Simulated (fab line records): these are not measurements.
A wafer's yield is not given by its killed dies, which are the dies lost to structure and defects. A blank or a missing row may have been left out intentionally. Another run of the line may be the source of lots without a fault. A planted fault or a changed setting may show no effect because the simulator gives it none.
Matching of chambers	flow nand-harc	3 sister chambers for NHARC_A_CONTACT_DEP_85 on pecvd-01
The step deposits SiON, target thk 50 nm. 14 wafers are shown with their chamber, then 7 later ones without.

WAFERS PAIRED WITH THEIR CHAMBERS
wafer	chamber	heater-power-w (W)	chamber-pressure-Torr (Torr)
L075.1	2	722	3.506
L075.2	0	670	3.504
L075.3	1	823	3.499
L077.1	0	702	3.489
L077.5	0	703	3.495
L077.6	2	818	3.487
L091.1	0	706	3.491
L091.5	2	844	3.490
L091.6	1	738	3.515
L090.1	1	803	3.499
L090.2	2	729	3.484
L090.6	0	676	3.495
L093.1	1	844	3.497
L093.2	2	793	3.504

SIGNATURES (averages over the wafers above)
reading	chamber 0	chamber 1	chamber 2	scatter within a chamber
heater-power-w	691.40	802.00	781.20	41.7
chamber-pressure-Torr	3.49480	3.50250	3.49420	0.00827
Rule: a wafer lies at a distance from a chamber equal to the root of the sum of squares, over the readings, of (its reading less the chamber's mean, divided by the reading's scatter). If the next closest chamber is less than 2 further off than the closest, the wafer can't be placed; otherwise it belongs to the closest. The scatter: take each reading less its chamber's mean, square it, sum over the shown wafers, divide by the number of wafers less the number of chambers, and take the root.

WAFERS WHOSE CHAMBER IS MISSING
wafer	heater-power-w (W)	chamber-pressure-Torr (Torr)
L093.3	790	3.503
L092.2	784	3.498
L092.3	822	3.510
L092.4	783	3.489
L096.2	820	3.496
L096.5	785	3.503
L096.6	773	3.498

THE CHAMBER EACH PASSED THROUGH
wafer	from the rows above	in truth
L093.3	can't be placed: 1 or 2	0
L092.2	can't be placed: 2 or 1 or 0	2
L092.3	can't be placed: 1 or 2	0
L092.4	can't be placed: 2 or 1 or 0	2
L096.2	can't be placed: 1 or 2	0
L096.5	can't be placed: 1 or 2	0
L096.6	can't be placed: 2 or 1 or 0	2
Placed correctly: 0 of 7. Unplaceable from these rows: 7, with the true chamber sitting among the candidates in 3. 0 placed wrongly.
